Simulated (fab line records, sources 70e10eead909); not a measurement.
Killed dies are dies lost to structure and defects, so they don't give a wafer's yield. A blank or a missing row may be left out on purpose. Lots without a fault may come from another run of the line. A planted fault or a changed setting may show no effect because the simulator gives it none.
Chamber matching | flow nand_harc | NHARC_A_STAIRCASE_DEP_259 on pecvd-02: 3 sister chambers
The step deposits SiON, target thk 30 nm. 3 wafers are shown with their chamber, then 12 later ones without.

WAFERS WITH THEIR CHAMBER
wafer  | chamber | heater_power_w (W)
L090.1 | 2       | 702
L091.2 | 1       | 802
L091.6 | 0       | 726

WAFERS WITHOUT THEIR CHAMBER
wafer  | heater_power_w (W)
L089.4 | 775
L089.5 | 744
L089.6 | 705
L093.2 | 725
L093.5 | 805
L093.6 | 674
L092.2 | 652
L092.3 | 699
L092.6 | 697
L095.2 | 678
L095.3 | 710
L095.4 | 678

WHICH CHAMBER EACH WENT THROUGH
wafer  | from the rows above          | in truth
L089.4 | can't be placed: 1 or 0      | 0
L089.5 | can't be placed: 0 or 2 or 1 | 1
L089.6 | can't be placed: 2 or 0      | 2
L093.2 | can't be placed: 0 or 2      | 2
L093.5 | 1                            | 1
L093.6 | can't be placed: 2 or 0      | 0
L092.2 | can't be placed: 2 or 0      | 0
L092.3 | can't be placed: 2 or 0      | 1
L092.6 | can't be placed: 2 or 0      | 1
L095.2 | can't be placed: 2 or 0      | 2
L095.3 | can't be placed: 2 or 0      | 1
L095.4 | can't be placed: 2 or 0      | 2
Placed correctly: 1 of 12. Can't be placed from these rows: 11 (the true chamber is among the candidates in 8). Placed wrongly: 0.
How it was worked out, from the rows above alone: a wafer's distance from a chamber is the root of the sum, over the readings, of the square of ((its reading less the chamber's mean) divided by the reading's scatter). The wafer belongs to the nearest chamber; if the next one is less than 2 further off, it can't be placed. A chamber's mean is the mean of its shown wafers. The scatter: with one shown wafer a chamber, the root of the mean of the squares of how far each hidden wafer lies from its nearest shown one.
